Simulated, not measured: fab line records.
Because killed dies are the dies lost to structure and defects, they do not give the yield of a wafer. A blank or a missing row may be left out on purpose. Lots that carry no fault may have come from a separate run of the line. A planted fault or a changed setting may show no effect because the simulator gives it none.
fab line records	flow nand_harc
[record] lots = 6	wafers = 18	last_day = 24
route steps=1159 shown A_CHANNEL_HOLE_D1@488 A_CHANNEL_FILL_D1@490 END@1159
lots with no fault: from the same line, run without faults
start_h: the number of hours between the record's first day and the start of the first shown wafer of the lot	wait_h: hours elapsed since this lot's preceding step	" unchanged from the row above	L1.1+2: several wafers, shown together as one row	- no value, or no start given	* or withheld: withheld	< > ~ a bound
route shown NAME@n: NAME is a module with steps in the file, n the number in the route of the first one	usual: average and standard deviation across the fault-free wafers	same: alike in all rows	chamber/n: place in a boat	sites: per-site readings	_std_site: their standard deviation	_edge_site: the outer-site mean with the inner-site mean subtracted	radius_mm: how far each site lies from the wafer's centre	mask NAME#n: copy n	behind: the most recent tool/chamber to have shaped the wafer	hold: the reason the lot was held/the length of the hold in hours/how it ended	device: which transistor (n, p or np) failed to switch	end of line: the same wafers' tests at the end of the route	a step given without rows: its recipe and nothing more	killed: not the wafer's yield, but the dies lost to structure and defects at the first sort	map: the dies of a wafer, with x for killed, . for not killed, _ for no die there
set.NAME: the setting that was run; set.NAME@STEP: the one run at that earlier step	model.NAME: the simulator's own value behind a step, which no gauge read
certain route steps with their lots: each step a table, each wafer a row
services: a tool's chamber out of use, with start hour (start_h, from the record's first day; less than 0 if before it), hours out, and reason
[[steps]]
[step NHARC_A_CHANNEL_HOLE_D1_XSEM_31]
[recipe] landing_energy_ev = 35000
[step NHARC_A_CHANNEL_HOLE_D1_INSPECT_40]
[usual] raw_defect_count = 57/16
lot.wafer	tool	chamber	start_h	wait_h	raw_defect_count
L734.2	defect_inspect-01	-	226.96	-	76
L734.3	"	-	"	"	59
L734.4	"	-	"	"	48
L741.2	defect_inspect-01	-	279.23	-	28
L741.3	"	-	"	"	39
L741.6	"	-	"	"	33
L740.1	defect_inspect-02	-	283.39	-	41
L740.3	"	-	"	"	57
L740.6	"	-	"	"	44
L745.1	defect_inspect-02	-	288.57	-	78
L745.2	"	-	"	"	94
L745.4	"	-	"	"	76
L748.1	defect_inspect-01	-	309.54	-	45
L748.2	"	-	"	"	72
L748.6	"	-	"	"	54
L749.1	defect_inspect-01	-	323.76	-	38
L749.2	"	-	"	"	64
L749.4	"	-	"	"	44
[step NHARC_A_CHANNEL_FILL_D1_PRECLEAN_00]
[recipe] time_s = *	temp_c = 50	bath_age_min = 0	chemistry = SC1
[step NHARC_A_CHANNEL_FILL_D1_SRD_01]
[step NHARC_A_CHANNEL_FILL_D1_ALD_02]
[recipe] target_thk_a = 60	pulse_time_s = 10	ald_cycles = 60	temp_c = 300	material = SiO2
[usual] heater_power_w = 477/55	precursor_pulse_height_rel = 1.000/0.019
[same] ald_cycles = 60
lot.wafer	tool	chamber	start_h	wait_h	heater_power_w	precursor_pulse_height_rel
L734.4	ald_hk-01	1	227.15	-	523	1.027
L734.3	"	2	"	"	449	0.997
L734.2	"	0	"	"	375	1.008
L741.3	ald_hk-02	3	279.57	-	476	1.008
L741.2	"	0	"	"	592	0.979
L741.6	"	2	"	"	467	1.008
L740.3	ald_hk-04	1	283.98	-	475	1.014
L740.1	"	3	"	"	470	0.968
L740.6	"	2	"	"	482	1.014
L745.2	ald_hk-01	0	289.01	-	380	0.937
L745.4	"	1	"	"	534	1.003
L745.1	"	2	"	"	464	1.007
L748.2	ald_hk-02	2	309.87	-	475	0.982
L748.1	"	3	"	"	478	0.978
L748.6	"	0	"	"	613	1.010
L749.4	ald_hk-01	1	325.78	-	521	0.954
L749.1	"	2	"	"	457	0.998
L749.2	"	3	"	"	587	1.003
[step NHARC_A_CHANNEL_FILL_D1_ALD_03]
[recipe] target_thk_a = 60	pulse_time_s = 60	ald_cycles = 58	temp_c = 630	pressure_torr = 2	material = SiNx
[usual] precursor_pulse_height_rel = 1.003/0.021
[same] ald_cycles = 58
lot.wafer	tool	chamber	start_h	wait_h	precursor_pulse_height_rel
L734.2	ald_sin_batch-02	0	-	-	1.019
L734.3	"	0	"	"	0.995
L734.4	"	0	"	"	0.996
L741.2	ald_sin_batch-01	0	-	-	1.004
L741.3	"	0	"	"	0.985
L741.6	"	0	"	"	1.000
L740.1	ald_sin_batch-02	0	-	-	0.970
L740.3	"	0	"	"	0.951
L740.6	"	0	"	"	1.019
L745.1	ald_sin_batch-02	0	-	-	0.996
L745.2	"	0	"	"	1.042
L745.4	"	0	"	"	0.970
L748.1	ald_sin_batch-02	0	-	-	1.001
L748.2	"	0	"	"	0.985
L748.6	"	0	"	"	1.023
L749.1	ald_sin_batch-01	0	-	-	0.966
L749.2	"	0	"	"	0.993
L749.4	"	0	"	"	0.992
[step NHARC_A_CHANNEL_FILL_D1_ALD_14]
[recipe] target_thk_a = 25	pulse_time_s = 10	ald_cycles = 25	temp_c = 300	material = SiO2
[step NHARC_A_CHANNEL_FILL_D1_ALD_15]
[recipe] target_thk_a = 20	pulse_time_s = 60	ald_cycles = 19	temp_c = 630	pressure_torr = 2	material = SiNx
[usual] precursor_pulse_height_rel = 1.002/0.019
[same] ald_cycles = 19
lot.wafer	tool	chamber	start_h	wait_h	precursor_pulse_height_rel
L734.2	ald_sin_batch-01	0	240.04	3.6	1.007
L734.3	"	0	"	"	0.990
L734.4	"	0	"	"	1.015
L741.2	ald_sin_batch-01	0	-	-	0.997
L741.3	"	0	"	"	0.973
L741.6	"	0	"	"	1.009
L740.1	ald_sin_batch-01	0	-	-	1.003
L740.3	"	0	"	"	0.997
L740.6	"	0	"	"	1.004
L745.1	ald_sin_batch-03	0	-	-	0.988
L745.2	"	0	"	"	0.993
L745.4	"	0	"	"	1.014
L748.1	ald_sin_batch-01	0	320.10	3.1	0.980
L748.2	"	0	"	"	1.002
L748.6	"	0	"	"	1.032
L749.1	ald_sin_batch-02	0	-	-	0.988
L749.2	"	0	"	"	1.006
L749.4	"	0	"	"	1.010
[step NHARC_A_CHANNEL_FILL_D1_ALD_16]
[recipe] target_thk_a = 15	pulse_time_s = 10	ald_cycles = 15	temp_c = 300	material = SiO2
[step NHARC_A_CHANNEL_FILL_D1_ANNEAL_17]
[recipe] temp_c = 850	time_s = 1800
[step NHARC_A_CHANNEL_FILL_D1_CVD_18]
[recipe] target_thk_a = 30	temp_c = 550	material = poly-Si
[step NHARC_A_CHANNEL_FILL_D1_ETCHBACK_19]
[recipe] target_depth_a = 50	time_s = 1.7	hbr_flow_sccm = 150	cl2_flow_sccm = 50	rf_w = 400	icp_w = 400	bias_w = 100	chemistry = HBr/Cl2
[usual] chamber_pressure_mTorr = 15.001/0.014	drypump_motor_current_A = 5.8/0.44	oes_product_au = 0.998/0.0097	throttle_valve_pct = 26.406/0.0085
[same] time_s = 1.7
lot.wafer	tool	chamber	start_h	wait_h	chamber_pressure_mTorr	drypump_motor_current_A	oes_product_au	rf_hours_counter_h	throttle_valve_pct
L734.4	rie_si-05	2	255.98	0.4	15.006	6.0	0.991	0.1	26.413
L734.2	"	3	"	"	14.991	6.2	1.008	0.0	26.405
L734.3	"	0	"	"	14.998	5.7	1.000	0.1	26.404
L741.3	rie_si-05	1	304.10	0.4	14.994	5.4	0.999	0.5	26.400
L741.2	"	2	"	"	14.985	5.9	1.000	0.5	26.413
L741.6	"	1	"	"	15.020	5.4	0.981	-	26.400
L740.3	rie_si-05	0	308.16	0.4	14.994	5.7	1.007	0.5	26.411
L740.1	"	2	"	"	14.984	6.0	0.991	0.5	26.415
L740.6	"	0	"	"	14.995	5.7	0.998	-	26.414
L745.4	rie_si-04	2	315.62	0.4	14.980	6.1	0.989	0.3	26.418
L745.1	"	3	"	"	14.994	6.1	0.996	0.3	26.400
L745.2	"	0	"	"	14.986	5.2	0.979	0.4	26.406
L748.2	rie_si-05	0	333.91	0.4	14.995	5.7	1.003	0.7	26.401
L748.1	"	1	"	"	14.982	5.4	0.990	0.8	26.405
L748.6	"	2	"	"	14.993	6.0	0.991	-	26.401
L749.4	rie_si-04	1	350.57	0.4	14.968	5.6	0.992	0.6	26.377
L749.1	"	3	"	"	14.986	6.1	0.999	0.6	26.401
L749.2	"	0	"	"	15.013	5.3	0.990	0.6	26.418
[step NHARC_A_CHANNEL_FILL_D1_ETCHBACK_20]
[recipe] target_depth_a = 270	time_s = 13.5	c4f8_flow_sccm = withheld	o2_flow_sccm = 8	ar_flow_sccm = withheld	rf_w = 600	bias_w = 1500	chemistry = C4F8/O2/Ar
[usual] chamber_pressure_mTorr = 25.001/0.023	oes_product_au = 0.96/0.04	rf_vpp_V = 978/5.7
[same] time_s = 13.5
lot.wafer	tool	chamber	start_h	wait_h	chamber_pressure_mTorr	oes_product_au	rf_hours_counter_h	rf_vpp_V
L734.2	rie_diel-13	1	256.09	-	25.001	0.90	4	974
L734.3	"	3	"	"	25.038	0.93	4	979
L734.4	"	0	"	"	25.004	0.91	-	982
L741.2	rie_diel-13	2	304.21	-	25.032	1.00	0	988
L741.3	"	0	"	"	24.963	1.00	0	982
L741.6	"	2	"	"	24.995	1.01	-	987
L740.1	rie_diel-13	1	308.30	-	25.007	0.74	0	973
L740.3	"	2	"	"	24.988	0.76	0	988
L740.6	"	3	"	"	24.985	0.76	-	978
L745.1	rie_diel-13	0	315.73	-	25.016	0.73	1	982
L745.4	"	2	"	"	25.024	0.73	1	987
L745.2	"	3	"	"	25.000	0.74	1	980
L748.2	rie_diel-04	3	334.02	-	24.971	1.01	1	975
L748.1	"	0	"	"	25.060	0.99	1	971
L748.6	"	2	"	"	25.006	1.00	-	969
L749.2	rie_diel-04	0	350.71	-	25.005	0.98	2	974
L749.1	"	1	"	"	25.015	0.97	2	977
L749.4	"	2	"	"	25.015	0.98	2	969
[step NHARC_A_CHANNEL_FILL_D1_STRIP_28]
[recipe] time_s = 20	o2_flow_sccm = 500	ar_flow_sccm = 0	bias_w = 0	chemistry = O2
[usual] chamber_pressure_mTorr = 60.01/0.062	drypump_motor_current_A = 5.6/0.36	oes_product_au = 0.996/0.013	rf_vpp_V = 57.8/1	showerhead_plenum_p_Torr = 3.52/0.14	throttle_valve_pct = 17.037/0.0087
[same] time_s = 20
lot.wafer	tool	chamber	start_h	wait_h	chamber_pressure_mTorr	drypump_motor_current_A	oes_product_au	rf_hours_counter_h	rf_vpp_V	showerhead_plenum_p_Torr	throttle_valve_pct
L734.3	rie_diel-13	3	256.20	0.1	59.98	5.1	0.997	4	59.7	3.55	17.041
L734.2	"	1	"	"	60.06	5.2	0.971	4	57.2	3.44	17.042
L734.4	"	0	"	"	60.12	5.9	0.973	-	58.2	3.64	17.051
L741.3	rie_diel-13	2	304.34	0.1	59.99	5.3	1.008	0	58.6	3.76	17.053
L741.2	"	0	"	"	59.97	5.8	1.006	0	57.5	3.64	17.035
L741.6	"	2	"	"	59.96	5.3	1.005	-	57.8	3.76	17.017
L740.1	rie_diel-13	3	308.37	0.1	60.07	5.1	1.016	1	57.9	3.55	17.032
L740.3	"	2	"	"	60.04	5.3	1.000	0	59.1	3.76	17.034
L740.6	"	0	"	"	60.04	5.8	0.986	-	57.5	3.64	17.032
L745.4	rie_diel-13	1	315.82	0.1	60.02	5.2	0.976	1	58.5	3.44	17.031
L745.2	"	2	"	"	59.98	5.3	1.018	1	57.5	3.76	17.039
L745.1	"	3	"	"	59.91	5.1	1.002	1	55.9	3.55	17.039
L748.2	rie_diel-04	1	334.19	0.2	59.99	5.6	0.986	1	57.7	3.51	17.043
L748.1	"	3	"	"	60.17	6.0	1.003	1	58.0	3.44	17.022
L748.6	"	1	"	"	59.99	5.6	0.979	-	56.5	3.51	17.037
L749.4	rie_diel-04	2	350.80	0.1	60.06	5.5	1.007	2	56.5	3.30	17.033
L749.1	"	3	"	"	59.96	6.0	1.011	2	58.7	3.44	17.042
L749.2	"	0	"	"	60.00	6.3	1.008	2	58.7	3.39	17.028
[step NHARC_END_SORT_01]
[recipe] temp_c = 25
[usual] killed_at_array = 26/11	killed_at_other = 0.6/1	killed_at_periphery = 3.1/2.1	killed_dies = 30/11	killed_open = 3.4/1.8	killed_short = 2.1/1.5
[same] gross_dies = 677
lot.wafer	tool	chamber	start_h	wait_h	killed_at_array	killed_at_other	killed_at_periphery	killed_dies	killed_open	killed_short
L740.1	prober-01	0	539.03	2.5	672	2	3	677	2	2
L740.3	prober-01	0	540.62	3.1	673	2	2	677	4	2
L740.6	prober-01	0	543.01	4.0	677	0	0	677	2	3
L745.1	prober-01	0	548.44	2.5	669	0	8	677	2	0
L745.2	prober-01	0	549.24	2.8	673	1	3	677	1	2
L745.4	prober-01	0	550.83	3.4	667	0	10	677	7	0
// killed by level:class
L740.1 A_CHANNEL_FILL_D1:area_etchback=660 A_CHANNEL_HOLE_D1:chamber_film_flake=8 THIN_TSV:chamber_film_flake=2 P_M0:geometric_particle:open=1 A_CHANNEL_HOLE_D1:geometric_particle:open=1 A_WL_FILL:geometric_particle:short=1 A_CONTACT:geometric_particle:short=1 P_STI:chamber_film_flake=1
L740.3 A_CHANNEL_FILL_D1:area_etchback=663 A_CHANNEL_HOLE_D1:chamber_film_flake=4 A_STAIRCASE:chamber_film_flake=2 P_CONTACT:geometric_particle:open=1 P_M0:geometric_particle:open=1 A_CHANNEL_FILL_D1:geometric_particle:short=1 A_STAIRCASE:geometric_particle:open=1 A_CONTACT:geometric_particle:open=1
L740.6 A_CHANNEL_FILL_D1:area_etchback=663 A_CHANNEL_HOLE_D1:chamber_film_flake=5 A_CHANNEL_FILL_D1:geometric_particle:short=2 A_STAIRCASE:chamber_film_flake=2 A_ONON_D1:geometric_particle:open=1 A_CHANNEL_FILL_D1:geometric_particle:open=1 A_WL_FILL:geometric_particle:short=1 A_CHANNEL_FILL_D1:chamber_film_flake=1
L745.1 A_CHANNEL_FILL_D1:area_etchback=616 A_CHANNEL_HOLE_D1:chamber_film_flake=25 A_SLIT:chamber_film_flake=20 P_CONTACT:chamber_film_flake=8 A_CONTACT:chamber_film_flake=4 A_STAIRCASE:chamber_film_flake=2 A_ONON_D1:geometric_particle:open=1 A_CHANNEL_FILL_D1:geometric_particle:open=1
L745.2 A_CHANNEL_FILL_D1:area_etchback=630 A_CHANNEL_HOLE_D1:chamber_film_flake=22 A_SLIT:chamber_film_flake=16 A_CONTACT:chamber_film_flake=3 P_M0:geometric_particle:short=1 A_CHANNEL_FILL_D1:geometric_particle:open=1 STARTING-WAFER:geometric_particle:short=1 P_CONTACT:chamber_film_flake=1
L745.4 A_CHANNEL_FILL_D1:area_etchback=622 A_SLIT:chamber_film_flake=19 A_CHANNEL_HOLE_D1:chamber_film_flake=14 A_CONTACT:chamber_film_flake=5 P_CONTACT:chamber_film_flake=3 A_STAIRCASE:chamber_film_flake=3 P_CONTACT:geometric_particle:open=2 P_BONDPAD:chamber_film_flake=2
// map L740.1 (x killed, . not)
____________x____________
_________xxxxxxx_________
_______xxxxxxxxxxx_______
______xxxxxxxxxxxxx______
_____xxxxxxxxxxxxxxx_____
____xxxxxxxxxxxxxxxxx____
____xxxxxxxxxxxxxxxxx____
___xxxxxxxxxxxxxxxxxxx___
___xxxxxxxxxxxxxxxxxxx___
__xxxxxxxxxxxxxxxxxxxxx__
__xxxxxxxxxxxxxxxxxxxxx__
_xxxxxxxxxxxxxxxxxxxxxxx_
_xxxxxxxxxxxxxxxxxxxxxxx_
_xxxxxxxxxxxxxxxxxxxxxxx_
_xxxxxxxxxxxxxxxxxxxxxxx_
_xxxxxxxxxxxxxxxxxxxxxxx_
xxxxxxxxxxxxxxxxxxxxxxxxx
xxxxxxxxxxxxxxxxxxxxxxxxx
xxxxxxxxxxxxxxxxxxxxxxxxx
xxxxxxxxxxxxxxxxxxxxxxxxx
xxxxxxxxxxxxxxxxxxxxxxxxx
_xxxxxxxxxxxxxxxxxxxxxxx_
_xxxxxxxxxxxxxxxxxxxxxxx_
_xxxxxxxxxxxxxxxxxxxxxxx_
_xxxxxxxxxxxxxxxxxxxxxxx_
_xxxxxxxxxxxxxxxxxxxxxxx_
__xxxxxxxxxxxxxxxxxxxxx__
__xxxxxxxxxxxxxxxxxxxxx__
___xxxxxxxxxxxxxxxxxxx___
___xxxxxxxxxxxxxxxxxxx___
____xxxxxxxxxxxxxxxxx____
____xxxxxxxxxxxxxxxxx____
_____xxxxxxxxxxxxxxx_____
______xxxxxxxxxxxxx______
_______xxxxxxxxxxx_______
_________xxxxxxx_________
____________x____________
// map L745.1 (x killed, . not)
____________x____________
_________xxxxxxx_________
_______xxxxxxxxxxx_______
______xxxxxxxxxxxxx______
_____xxxxxxxxxxxxxxx_____
____xxxxxxxxxxxxxxxxx____
____xxxxxxxxxxxxxxxxx____
___xxxxxxxxxxxxxxxxxxx___
___xxxxxxxxxxxxxxxxxxx___
__xxxxxxxxxxxxxxxxxxxxx__
__xxxxxxxxxxxxxxxxxxxxx__
_xxxxxxxxxxxxxxxxxxxxxxx_
_xxxxxxxxxxxxxxxxxxxxxxx_
_xxxxxxxxxxxxxxxxxxxxxxx_
_xxxxxxxxxxxxxxxxxxxxxxx_
_xxxxxxxxxxxxxxxxxxxxxxx_
xxxxxxxxxxxxxxxxxxxxxxxxx
xxxxxxxxxxxxxxxxxxxxxxxxx
xxxxxxxxxxxxxxxxxxxxxxxxx
xxxxxxxxxxxxxxxxxxxxxxxxx
xxxxxxxxxxxxxxxxxxxxxxxxx
_xxxxxxxxxxxxxxxxxxxxxxx_
_xxxxxxxxxxxxxxxxxxxxxxx_
_xxxxxxxxxxxxxxxxxxxxxxx_
_xxxxxxxxxxxxxxxxxxxxxxx_
_xxxxxxxxxxxxxxxxxxxxxxx_
__xxxxxxxxxxxxxxxxxxxxx__
__xxxxxxxxxxxxxxxxxxxxx__
___xxxxxxxxxxxxxxxxxxx___
___xxxxxxxxxxxxxxxxxxx___
____xxxxxxxxxxxxxxxxx____
____xxxxxxxxxxxxxxxxx____
_____xxxxxxxxxxxxxxx_____
______xxxxxxxxxxxxx______
_______xxxxxxxxxxx_______
_________xxxxxxx_________
____________x____________
[[services]]
tool	chamber	start_h	hours	kind
rie_diel-13	0	206.00	-	clean
rie_diel-13	1	206.00	-	clean
rie_diel-13	2	206.00	-	clean
rie_diel-13	3	206.00	-	clean
rie_diel-04	-	222.09	0.6	repair
rie_diel-13	0	230.50	-	clean
rie_diel-13	1	230.50	-	clean
rie_diel-13	2	230.50	-	clean
rie_diel-13	3	230.50	-	clean
rie_diel-13	-	232.58	0.3	repair
ald_hk-01	-	233.53	10.0	pm
rie_si-05	2	237.27	3.1	repair
rie_si-05	-	239.05	9.0	pm
rie_diel-13	2	250.93	8.0	repair
rie_diel-13	0	255.00	-	clean
rie_diel-13	1	255.00	-	clean
rie_diel-13	3	255.00	-	clean
rie_si-04	-	266.55	0.4	repair
rie_diel-13	-	276.00	9.0	pm
rie_si-04	-	276.00	9.0	pm
rie_diel-04	-	288.92	9.0	pm
ald_sin_batch-03	-	314.00	26.0	pm
rie_si-04	1	318.20	3.7	repair
ald_hk-02	-	335.07	2.5	repair
[[key]]
[first_sign] step = NHARC_A_CHANNEL_FILL_D1_ETCHBACK_20	reading = oes_product_au	direction = down	sigmas = 5.4	usual = 0.96	struck = 0.74
[effect] step = NHARC_END_SORT_01	reading = killed_dies	direction = up	sigmas = 59	usual = 30	struck = 677
[more_kills_born_at] NHARC_A_CHANNEL_FILL_D1_ETCHBACK_20@rie_diel-13 = 3854
met_at NHARC_A_CHANNEL_FILL_D1_ETCHBACK_20
struck_wafers L740.1,L740.3,L740.6,L745.1,L745.2,L745.4
later_rows_left_out L740.1,L740.3,L740.6,L745.1,L745.2,L745.4
tester_left_out L740,L745
onset_between 304.21 308.30
[fault] kind = process_parameter_drift	tool = rie_diel-13	chamber = -	onset_h = 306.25	steps = NHARC_A_CHANNEL_FILL_D1_ETCHBACK_20	channel = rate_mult	offset = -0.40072	shape = step	end_h = 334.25
// tester_left_out: of these lots the tester's yield and bins aren't shown, on N5 and GAA mostly nor the transistor test; their killed dies are dies lost to structure and defects alone, not to doping, threshold or leakage, so they don't give the yield
// later_rows_left_out: the simulator's readings of these wafers behind a module that went badly wrong aren't trusted and aren't shown, but for the sort
